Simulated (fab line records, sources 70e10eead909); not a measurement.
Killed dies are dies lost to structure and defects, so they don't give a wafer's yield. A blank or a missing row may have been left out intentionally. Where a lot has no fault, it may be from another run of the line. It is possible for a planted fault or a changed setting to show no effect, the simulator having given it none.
Chamber matching -- flow nand-harc -- ald-hk-02 running NHARC_A_CHANNEL_FILL_D2_ALD_02: 4 sister chambers
The step deposits SiO2, target thk 6 nm, pulse time 10 s, ald cycles 60. 20 wafers are shown with their chamber, then 10 later ones without.

WAFERS, EACH WITH ITS CHAMBER
wafer,chamber,heater-power-w (W),precursor-pulse-height-rel
L077.1,3,429,0.982
L077.5,3,433,0.972
L077.6,0,507,0.985
L082.1,3,450,0.993
L082.2,2,531,1.004
L082.3,1,498,1.017
L082.4,0,510,1.022
L082.5,2,525,1.030
L082.6,3,437,1.013
L081.1,2,522,1.023
L081.3,1,494,0.994
L081.4,3,439,0.982
L083.3,1,502,1.001
L083.4,3,449,1.025
L083.5,2,537,1.004
L084.2,0,525,0.990
L084.3,1,493,0.965
L084.6,1,502,0.995
L088.1,0,510,1.039
L088.5,1,498,1.043

SIGNATURES (means of the wafers above)
reading,chamber 0,chamber 1,chamber 2,chamber 3,scatter within a chamber
heater-power-w,513.00,497.83,528.75,439.50,6.91
precursor-pulse-height-rel,1.00900,1.00250,1.01525,0.99450,0.0224
Rule: a wafer lies at a distance from a chamber equal to the root of the sum of squares, over the readings, of (its reading less the chamber's mean, divided by the reading's scatter). If the next closest chamber is less than 2 further off than the closest, the wafer can't be placed; otherwise it belongs to the closest. The scatter is the square root of a quotient: the sum, over the shown wafers, of each reading's squared deviation from its chamber's mean, divided by wafers minus chambers.

WAFERS WHOSE CHAMBER IS MISSING
wafer,heater-power-w (W),precursor-pulse-height-rel
L088.6,535,1.006
L089.3,504,1.015
L089.4,542,0.954
L089.5,503,0.988
L091.1,452,0.997
L091.3,541,1.004
L091.4,518,1.001
L094.3,495,1.030
L094.5,515,0.965
L094.6,494,0.990

WHICH CHAMBER EACH WENT THROUGH
wafer,from the rows above,in truth
L088.6,2,2
L089.3,can't be placed: 1 or 0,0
L089.4,can't be placed: 2 or 0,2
L089.5,can't be placed: 1 or 0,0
L091.1,3,3
L091.3,2,2
L091.4,can't be placed: 0 or 2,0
L094.3,can't be placed: 1 or 0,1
L094.5,can't be placed: 0 or 1 or 2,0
L094.6,1,1
Placed correctly: 4 of 10. From these rows, 6 cannot be placed; in 6 the true chamber is one of the candidates. Number placed wrongly: 0.
